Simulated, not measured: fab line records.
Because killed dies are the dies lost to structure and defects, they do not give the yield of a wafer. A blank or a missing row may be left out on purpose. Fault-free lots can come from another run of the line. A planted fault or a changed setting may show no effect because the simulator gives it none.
Comparing a struck lot with a sound one -- flow nand_harc -- 15 out of 1159 route steps
Sound: wafers L672.3, L672.4, L672.6. Struck: wafers L678.2, L678.3, L678.5. The cause is given at the end.
Per side, at each step with rows, come the tool, then ch with its chambers, and then its first start. Under that, the readings that differ: sound wafers -- struck wafers -- difference of the means -- sigmas: that difference in standard deviations of wafers without a fault.
alike: readings whose means differ by less than 2 such deviations, and words and numbers that are the same on both sides. not compared: withheld readings, readings that some wafer has no value for, bounds like >300 that may hide the same value, and numbers for which the record gives no deviation and whose values overlap.
A row with sigmas, a row that says differs or no value, or rows on one side alone: a step with any of these is where the two part. Numbers that have no deviation but don't overlap get no sigmas and don't part them. A reading missing from all wafers of one side parts the sides only when that side holds two or more wafers.

NHARC_P_M2_ETCH_15: etches the open film in C4F8/Ar, target depth 182.5 nm, time 91.2 s.
  sound: rie_diel-06 ch 2,3; struck: rie_diel-06 ch 0,2
  alike: oes_product_au, rf_vpp_V
  not compared: rf_hours_counter_h
NHARC_P_M2_CD_MEAS_16:
  sound: cd_sem-02 at day 6 14:58; struck: cd_sem-02 at day 7 17:13
  alike: cd_nm
NHARC_P_M2_STRIP_18: strips in N2/H2.
  sound on rie_diel-08 ch 0,1,2, day 6 15:03; struck on rie_diel-06 ch 1,3, day 7 17:18
  alike: drypump_motor_current_A, h2_flow_sccm, oes_product_au, rf_vpp_V, showerhead_plenum_p_Torr, throttle_valve_pct
  not compared: rf_hours_counter_h
then, 2 steps without rows for these wafers: NHARC_P_M2_ETCH_28 (etches the open film in CF4/N2, target depth 30 nm, time 72.99 s); NHARC_P_M2_STRIP_19 (strips in post etch residue remover, time 600 s).
NHARC_P_M2_DEGAS_29: time 60 s.
  sound: pvd_sputter-01 at day 6 15:41; struck: pvd_sputter-02 at day 7 17:55
  alike: heater_power_w
then, 4 steps without rows for these wafers: NHARC_P_M2_PRE_CLEAN_30 (time 30 s); NHARC_P_M2_PVD_20 (deposits TaN, target thk 5 nm, time 8.06 s); NHARC_P_M2_PVD_21 (deposits Cu, target thk 30 nm, time 20.49 s); NHARC_P_M2_ECD_22 (material Cu, target thk 400 nm).
NHARC_P_M2_ANNEAL_31: time 90 s.
  sound on rtp_anneal-02 ch 0, day 6 16:31; struck on rtp_anneal-02 ch 0, day 7 19:18
  alike: wafer_temp_C_max
NHARC_P_M2_CMP_23: polishes, t overpolish 20 s, target thk 144.3 nm.
  sound on cmp-04 ch 1,3, day 6 16:47; struck on cmp-04 ch 1,3, day 7 19:37
reading,sound,struck,difference,sigmas
slurry_filter_dp_kPa (kPa),13.44 13.12 13.48,13.82 13.73 13.53,+0.35,+2
  alike: motor_current_A, retaining_ring_pressure_frac, time_to_endpoint_s
NHARC_P_M2_THK_MEAS_24: measures by xrf.
  sound: film_metro-01 at day 6 17:04; struck: film_metro-01 at day 7 19:55
reading,sound,struck,difference,sigmas
thk_nm (nm),143.4 145.0 144.6,147.0 149.0 148.9,+4.0,+3
next, for these wafers, 1 step has no rows: NHARC_P_M2_SRD_25.
NHARC_END_SORT_01:
  the record has rows for the sound wafers here (prober-01 ch 0, day 20 12:26) and none for the struck ones

## WHERE THEY PART
At NHARC_P_M2_CMP_23 first; at NHARC_END_SORT_01 last (within this record only).

WHY: what had been put in by the simulator
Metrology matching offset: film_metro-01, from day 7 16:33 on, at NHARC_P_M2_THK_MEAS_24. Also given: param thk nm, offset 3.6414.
